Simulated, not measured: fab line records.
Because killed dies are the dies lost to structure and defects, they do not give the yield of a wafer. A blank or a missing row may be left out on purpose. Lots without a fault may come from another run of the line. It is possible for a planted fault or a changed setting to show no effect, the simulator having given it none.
Chamber matching / flow n5 finfet / N5_MOL_CONTACT_COAG_ALD_27 on ald sin-02: 4 sister chambers
The step deposits SiOC, target thk 17 nm, pulse time 1.5 s, time 2720 s. 8 wafers are shown with their chamber, then 10 later ones without.

== EACH WAFER AND ITS CHAMBER ==
wafer=L082.1; chamber=3; heater power outer w (W)=509; heater power w (W)=853
wafer=L082.3; chamber=1; heater power outer w (W)=497; heater power w (W)=811
wafer=L083.6; chamber=1; heater power outer w (W)=477; heater power w (W)=800
wafer=L085.4; chamber=0; heater power outer w (W)=468; heater power w (W)=766
wafer=L085.5; chamber=3; heater power outer w (W)=522; heater power w (W)=856
wafer=L085.6; chamber=2; heater power outer w (W)=499; heater power w (W)=775
wafer=L088.1; chamber=2; heater power outer w (W)=497; heater power w (W)=782
wafer=L088.3; chamber=0; heater power outer w (W)=461; heater power w (W)=783

== WAFERS WITHOUT THEIR CHAMBER ==
wafer=L088.4; heater power outer w (W)=492; heater power w (W)=763
wafer=L090.3; heater power outer w (W)=503; heater power w (W)=809
wafer=L090.4; heater power outer w (W)=494; heater power w (W)=794
wafer=L090.6; heater power outer w (W)=496; heater power w (W)=767
wafer=L091.2; heater power outer w (W)=518; heater power w (W)=864
wafer=L091.4; heater power outer w (W)=452; heater power w (W)=784
wafer=L091.5; heater power outer w (W)=469; heater power w (W)=788
wafer=L093.1; heater power outer w (W)=484; heater power w (W)=785
wafer=L093.2; heater power outer w (W)=495; heater power w (W)=784
wafer=L093.6; heater power outer w (W)=505; heater power w (W)=798

== WHICH CHAMBER EACH ONE RAN IN ==
wafer=L088.4; from the rows above=can't be placed: 2 or 0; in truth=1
wafer=L090.3; from the rows above=1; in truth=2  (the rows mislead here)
wafer=L090.4; from the rows above=can't be placed: 1 or 2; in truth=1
wafer=L090.6; from the rows above=2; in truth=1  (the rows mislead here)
wafer=L091.2; from the rows above=3; in truth=3
wafer=L091.4; from the rows above=0; in truth=0
wafer=L091.5; from the rows above=can't be placed: 0 or 1 or 2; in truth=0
wafer=L093.1; from the rows above=can't be placed: 2 or 0 or 1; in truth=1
wafer=L093.2; from the rows above=2; in truth=2
wafer=L093.6; from the rows above=can't be placed: 1 or 2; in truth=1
Correct placement for 3 of the 10. These rows do not allow placing 5 (true chamber among the candidates in 4). Number placed wrongly: 2.
How it was worked out, from the rows above alone: a wafer's distance from a chamber is the root of the sum, over the readings, of the square of ((its reading less the chamber's mean) divided by the reading's scatter). The wafer belongs to the nearest chamber; if the next one is less than 2 further off, it can't be placed. A chamber's mean is the mean of its shown wafers. The scatter: take each reading less its chamber's mean, square it, sum over the shown wafers, divide by the number of wafers less the number of chambers, and take the root.
